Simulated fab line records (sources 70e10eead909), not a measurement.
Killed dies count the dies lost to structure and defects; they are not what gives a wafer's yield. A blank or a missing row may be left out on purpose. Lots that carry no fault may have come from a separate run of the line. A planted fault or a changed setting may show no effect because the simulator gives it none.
Matching of chambers | flow nand-harc | 4 sister chambers for NHARC_A_STAIRCASE_ETCHBACK_422 on rie-diel-13
The step etches the open film in CH3F/O2, target depth 40 nm, time 74.286 s. 4 wafers are shown with their chamber, then 8 later ones without.

== WAFERS PAIRED WITH THEIR CHAMBERS ==
wafer  | chamber | drypump-motor-current-A (A)
L793.3 | 1       | 5.8
L792.1 | 3       | 6.1
L792.4 | 2       | 5.2
L802.1 | 0       | 5.9

== WAFERS WITHOUT THEIR CHAMBER ==
wafer  | drypump-motor-current-A (A)
L802.5 | 5.9
L802.6 | 5.8
L799.2 | 6.1
L799.3 | 5.2
L799.5 | 5.9
L801.1 | 5.1
L801.4 | 5.9
L801.6 | 6.1

== EACH ONE'S CHAMBER ==
wafer  | from the rows above | in truth
L802.5 | 0                   | 0
L802.6 | 1                   | 1
L799.2 | 3                   | 3
L799.3 | 2                   | 2
L799.5 | 0                   | 0
L801.1 | 2                   | 2
L801.4 | 0                   | 0
L801.6 | 3                   | 3
Placed correctly: 8 of 8. From these rows, 0 cannot be placed. Number placed wrongly: 0.
How it was worked out, from the rows above alone: a wafer's distance from a chamber is the root of the sum, over the readings, of the square of ((its reading less the chamber's mean) divided by the reading's scatter). If the next closest chamber is less than 2 further off than the closest, the wafer can't be placed; otherwise it belongs to the closest. Each chamber's mean is taken over the wafers shown for it. The scatter: with one shown wafer a chamber, the root of the mean of the squares of how far each hidden wafer lies from its nearest shown one.
